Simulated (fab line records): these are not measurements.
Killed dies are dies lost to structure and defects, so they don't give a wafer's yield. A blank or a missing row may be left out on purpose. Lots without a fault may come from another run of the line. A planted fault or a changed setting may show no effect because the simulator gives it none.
Split-lot experiment ; flow n5_finfet ; on a route of 1938 steps: 7 lots, 39 wafers read

## ABOUT THE SPLIT
At N5_DUMMY_GATE_EXPOSE_12 (exposes mask GATE, target cd 25 nm), the setting dose_mj was moved away from the recipe's 34 on 18 of the 39 wafers read, by -4.9% to +6.8%. For the rest of the wafers, this setting stayed at what the recipe calls for.

## FROM THE SPLIT TO THE READING: what the file shows between them, 2 steps
- N5_DUMMY_GATE_PEB_13: peb time 60 s
- N5_DUMMY_GATE_DEVELOP_14: develop time 30 s

## THE READING
cd_nm at N5_DUMMY_GATE_CD_MEAS_15, given in nm (cd target 25.8 nm). Fault-free wafers of this fab line usually give 25.08 nm, standard deviation 0.23 nm.

wafer;tool, chamber at the split;dose_mj as run;against the recipe;cd_nm, nm;against lot-mates on the recipe
L077.1;euv_scanner-01, 0;33.27;-2.1%;25.29;+0.27
L077.2;euv_scanner-01, 0;34;recipe;24.92;-
L077.3;euv_scanner-01, 0;34;recipe;25.22;-
L077.4;euv_scanner-01, 0;33.27;-2.1%;25.50;+0.48
L077.5;euv_scanner-01, 0;34;recipe;24.91;-
L077.6;euv_scanner-01, 0;33.27;-2.1%;25.34;+0.32
L080.1;euv_scanner-02, 0;36.31;+6.8%;23.60;-1.37
L080.2;euv_scanner-02, 0;36.31;+6.8%;23.86;-1.11
L080.3;euv_scanner-02, 0;34;recipe;25.37;-
L080.4;euv_scanner-02, 0;36.31;+6.8%;23.69;-1.28
L080.5;euv_scanner-02, 0;34;recipe;24.66;-
L080.6;euv_scanner-02, 0;34;recipe;24.87;-
L082.1;euv_scanner-01, 0;32.32;-4.9%;26.22;+1.20
L082.2;euv_scanner-01, 0;34;recipe;24.83;-
L082.3;euv_scanner-01, 0;34;recipe;25.23;-
L082.4;euv_scanner-01, 0;32.32;-4.9%;26.01;+0.99
L082.5;euv_scanner-01, 0;34;recipe;25.01;-
L082.6;euv_scanner-01, 0;32.32;-4.9%;25.72;+0.70
L088.1;euv_scanner-02, 0;34;recipe;25.38;-
L088.2;euv_scanner-02, 0;34;recipe;25.07;-
L088.3;euv_scanner-02, 0;34;recipe;25.08;-
L090.1;euv_scanner-02, 0;34;recipe;24.92;-
L090.2;euv_scanner-02, 0;34;recipe;25.09;-
L090.3;euv_scanner-02, 0;34;recipe;25.08;-
L090.4;euv_scanner-02, 0;36.16;+6.4%;23.86;-1.17
L090.5;euv_scanner-02, 0;36.16;+6.4%;23.85;-1.18
L090.6;euv_scanner-02, 0;36.16;+6.4%;24.14;-0.89
L091.1;euv_scanner-02, 0;34;recipe;24.98;-
L091.2;euv_scanner-02, 0;32.46;-4.5%;25.95;+0.74
L091.3;euv_scanner-02, 0;34;recipe;25.33;-
L091.4;euv_scanner-02, 0;32.46;-4.5%;26.32;+1.11
L091.5;euv_scanner-02, 0;34;recipe;25.31;-
L091.6;euv_scanner-02, 0;32.46;-4.5%;26.20;+0.99
L093.1;euv_scanner-02, 0;35.86;+5.5%;24.05;-1.09
L093.2;euv_scanner-02, 0;35.86;+5.5%;24.19;-0.95
L093.3;euv_scanner-02, 0;34;recipe;25.66;-
L093.4;euv_scanner-02, 0;34;recipe;24.83;-
L093.5;euv_scanner-02, 0;35.86;+5.5%;24.01;-1.13
L093.6;euv_scanner-02, 0;34;recipe;24.92;-

THE FIT
A straight line over all 39 wafers: cd_nm changes by -0.192 nm for each +1% of dose_mj; r = -0.96; the points scatter about the line by 0.21 nm.
The same after taking each lot's own level away (the mean of its wafers on the recipe; 39 wafers): -0.187 nm for each +1%; r = -0.96; scatter 0.19 nm.
Per that fit: largest dose_mj move, reading shift of 1.3 nm.
Measured against the standard deviation above, the lots' own levels, which go from 24.967 to 25.207 nm, span 1.0 times it.
Consequently the slope shifts little with the lot-to-lot level, the two slopes agreeing.
Check: -1.24 nm against its lot-mates is what the line predicts for one of the wafers moved furthest among these (+6.8%) when that wafer is left out of the fit. Against them it came out at -1.37 nm.

## THESE WAFERS: OTHER SPLITS
Other splits were also applied to these wafers ahead of the reading. Each is held against what the fit with the lots' levels taken away leaves over:
other split on the same wafers;wafers away from the commonest value;r with cd_nm (lot level and that fit taken away)
N5_FIN_CUT_CUT_ETCH_15 time_s;12;+0.06
N5_DUMMY_GATE_HM_DEP_06 target_thk_a;30;+0.06

## THE WHOLE CHAIN: every reading that the file lists as answering this split, in the file's order
step;what it does;reading;change (the file's fit);r (the file's)
N5_DUMMY_GATE_CD_MEAS_15;target cd 25.8 nm;cd_nm;-0.186 nm for each +1% of the setting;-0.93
N5_DUMMY_GATE_TRIM_49;chemistry O2, time 29 s, target cd 14 nm;DUMMY_GATE.cd_nm (the simulator's own value, which no gauge read);-0.176 nm for each +1% of the setting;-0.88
N5_DUMMY_GATE_ETCH_42;etches SiO2 in CHF3/O2, target depth 3.5 nm, time 31 s;DUMMY_GATE.cd_nm (the simulator's own value, which no gauge read);-0.166 nm for each +1% of the setting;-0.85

## FILE'S OWN FIT
cd_nm changes by -0.186 nm for each +1% of dose_mj, r = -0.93.
